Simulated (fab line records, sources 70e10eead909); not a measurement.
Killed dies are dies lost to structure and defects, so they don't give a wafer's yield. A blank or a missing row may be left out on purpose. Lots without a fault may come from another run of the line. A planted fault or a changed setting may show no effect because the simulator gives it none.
A struck lot beside a sound one | flow nand_harc | 37 steps out of a route of 1302
Sound: wafers L725.1, L725.3, L725.4. Struck: wafer L728.3. The cause comes at the end.
At each step with rows: each side's tool, then ch and its chambers, then its first start. Under that, the readings that differ: sound wafers | struck wafers | difference of the means | sigmas: that difference in standard deviations of wafers without a fault.
alike: readings whose means differ by less than 2 such deviations, and words and numbers that are the same on both sides. not compared: withheld readings, readings that some wafer has no value for, bounds like >300 that may hide the same value, and numbers for which the record gives no deviation and whose values overlap.
The two part at a step that has a row with sigmas, a row that says differs or no value, or rows on one side only. Numbers that don't overlap but have no deviation are shown without sigmas and don't part them. A reading that every wafer of one side lacks parts them only if that side has two wafers or more.

NHARC_P_START_INSPECT_01:
  sound on defect_inspect-01, day 1 20:02; struck on defect_inspect-02, day 3 02:02
  alike: raw_defect_count
then, 2 steps without rows for these wafers: NHARC_P_ZERO_WELL_PRECLEAN_00 (cleans in SPM, time 600 s); NHARC_P_ZERO_WELL_SRD_01.
NHARC_P_ZERO_WELL_PECVD_02: deposits SiO2, target thk 10 nm.
  sound on pecvd-03 ch 0,2, day 1 20:27; struck on pecvd-03 ch 0, day 3 02:29
then, 9 steps without rows for these wafers: NHARC_P_ZERO_WELL_DEHYDRATE_03 (time 120 s); NHARC_P_ZERO_WELL_HMDS_04 (time 30 s); NHARC_P_ZERO_WELL_COAT_64 (time 65 s); NHARC_P_ZERO_WELL_COAT_05 (resist thk 600 nm); NHARC_P_ZERO_WELL_SOFTBAKE_06 (time 70 s); NHARC_P_ZERO_WELL_EBR_07; NHARC_P_ZERO_WELL_EXPOSE_08 (exposes mask P ZERO, target cd 500 nm); NHARC_P_ZERO_WELL_PEB_09 (peb time 80 s); NHARC_P_ZERO_WELL_DEVELOP_10 (time 50 s).
NHARC_P_ZERO_WELL_CD_MEAS_11: target cd 500 nm.
  sound on cd_sem-01 ch 0, day 1 21:21; struck on cd_sem-01 ch 0, day 3 03:07
  alike: cd_nm
then, 1 step without rows for these wafers: NHARC_P_ZERO_WELL_HARDBAKE_12 (time 65 s).
NHARC_P_ZERO_WELL_DESCUM_13: chemistry O2, time 3 s.
  sound on rie_diel-09 ch 1,2,3, day 1 21:31; struck on rie_diel-06 ch 2, day 3 03:17
  reading                     | sound       | struck | difference | sigmas
  drypump_motor_current_A (A) | 5.6 6.3 6.2 | 4.9    | -1.1       | -2
  rf_hours_counter_h (h)      | 8 11 9      | 27     | +18        |
  alike: o2_flow_sccm, oes_product_au, rf_vpp_V, showerhead_plenum_p_Torr, throttle_valve_pct
NHARC_P_ZERO_WELL_ETCH_65: etches the open film in N2/H2, target depth 80 nm, overetch 24 nm, time 87.88 s.
  sound on rie_diel-09 ch 0,1,2, day 1 21:35; struck on rie_diel-06 ch 3, day 3 03:22
  reading                | sound   | struck | difference | sigmas
  rf_hours_counter_h (h) | 12 8 11 | 26     | +16        |
  alike: drypump_motor_current_A, n2_flow_sccm, oes_product_au, rf_vpp_V, showerhead_plenum_p_Torr, throttle_valve_pct
NHARC_P_ZERO_WELL_ETCH_62: etches the open film in CHF3/Ar, target depth 13 nm, time 6.5 s.
  sound on rie_diel-09 ch 0,1,3; struck on rie_diel-06 ch 0
  reading                | sound   | struck | difference | sigmas
  rf_hours_counter_h (h) | 11 9 12 | 32     | +21        |
  alike: drypump_motor_current_A, oes_product_au, rf_vpp_V, showerhead_plenum_p_Torr, throttle_valve_pct
NHARC_P_ZERO_WELL_ETCH_63: etches the open film in HBr/Cl2, target depth 120 nm, time 40.1 s.
  sound on rie_si-04 ch 0,1,3, day 1 21:46; struck on rie_si-04 ch 0, day 3 03:34
  reading                | sound       | struck | difference | sigmas
  rf_hours_counter_h (h) | 0.1 0.3 0.2 | 0.4    | +0.2       |
  alike: drypump_motor_current_A, oes_product_au, throttle_valve_pct
then, 9 steps without rows for these wafers: NHARC_P_ZERO_WELL_STRIP_15 (strips in SPM, time 900 s); NHARC_P_ZERO_WELL_DEHYDRATE_16 (time 120 s); NHARC_P_ZERO_WELL_HMDS_17 (time 30 s); NHARC_P_ZERO_WELL_COAT_18; NHARC_P_ZERO_WELL_SOFTBAKE_19 (time 95 s); NHARC_P_ZERO_WELL_EBR_20; NHARC_P_ZERO_WELL_EXPOSE_21 (exposes mask P NWELL, target cd 720 nm); NHARC_P_ZERO_WELL_PEB_22 (peb time 85 s); NHARC_P_ZERO_WELL_DEVELOP_23 (time 70 s).
NHARC_P_ZERO_WELL_CD_MEAS_24: target cd 720 nm.
  sound on cd_sem-01 ch 0, day 1 22:43; struck on cd_sem-02 ch 0, day 3 04:28
  reading    | sound             | struck | difference | sigmas
  cd_nm (nm) | 720.2 719.8 718.6 | 723.3  | +3.8       | +2
then, 1 step without rows for these wafers: NHARC_P_ZERO_WELL_HARDBAKE_25 (time 80 s).
NHARC_P_ZERO_WELL_DESCUM_26: chemistry O2, time 3 s.
  sound on rie_diel-12 ch 0,1,3, day 1 22:52; struck on rie_diel-06 ch 2, day 3 04:39
  reading                     | sound       | struck | difference | sigmas
  drypump_motor_current_A (A) | 6.3 5.9 6.6 | 4.9    | -1.4       | -3
  rf_hours_counter_h (h)      | 35 38 36    | 27     | -9         |
  alike: o2_flow_sccm, oes_product_au, rf_vpp_V, showerhead_plenum_p_Torr, throttle_valve_pct
then, 2 steps without rows for these wafers: NHARC_P_ZERO_WELL_IMPLANT_27; NHARC_P_ZERO_WELL_IMPLANT_57.
NHARC_P_ZERO_WELL_INSPECT_43:
  sound on defect_inspect-01, day 2 03:40; struck on defect_inspect-02, day 3 09:34
  reading          | sound  | struck | difference | sigmas
  raw_defect_count | 13 8 5 | 29     | +20        | +4
NHARC_P_STI_INSPECT_11:
  sound on defect_inspect-02, day 2 23:56; struck on defect_inspect-01, day 4 00:20
  reading          | sound | struck | difference | sigmas
  raw_defect_count | 7 7 8 | 19     | +12        | +5
  not compared: hold
NHARC_P_STI_HARDBAKE_13: time 65 s.
  sound on litho_track-07 ch 0, day 2 23:59; struck on litho_track-05 ch 0, day 4 02:22
  reading | sound | struck                   | difference                   | sigmas
  hold    | - - - | await_dispo/2.0h/release | no value on the sound wafers |
-- the record jumps here: 21 days lie between the struck wafers' starts before and after (it left off in module P_STI and takes up again in module END, whose first step shown is number 1302 of the route) --
NHARC_END_SORT_01:
  the record has rows for the struck wafers here (prober-01 ch 0, day 25 05:34) and none for the sound ones

WHERE THEY PART
First at NHARC_P_ZERO_WELL_DESCUM_13; last, within this record, at NHARC_END_SORT_01.

WHY: what the simulator had put in
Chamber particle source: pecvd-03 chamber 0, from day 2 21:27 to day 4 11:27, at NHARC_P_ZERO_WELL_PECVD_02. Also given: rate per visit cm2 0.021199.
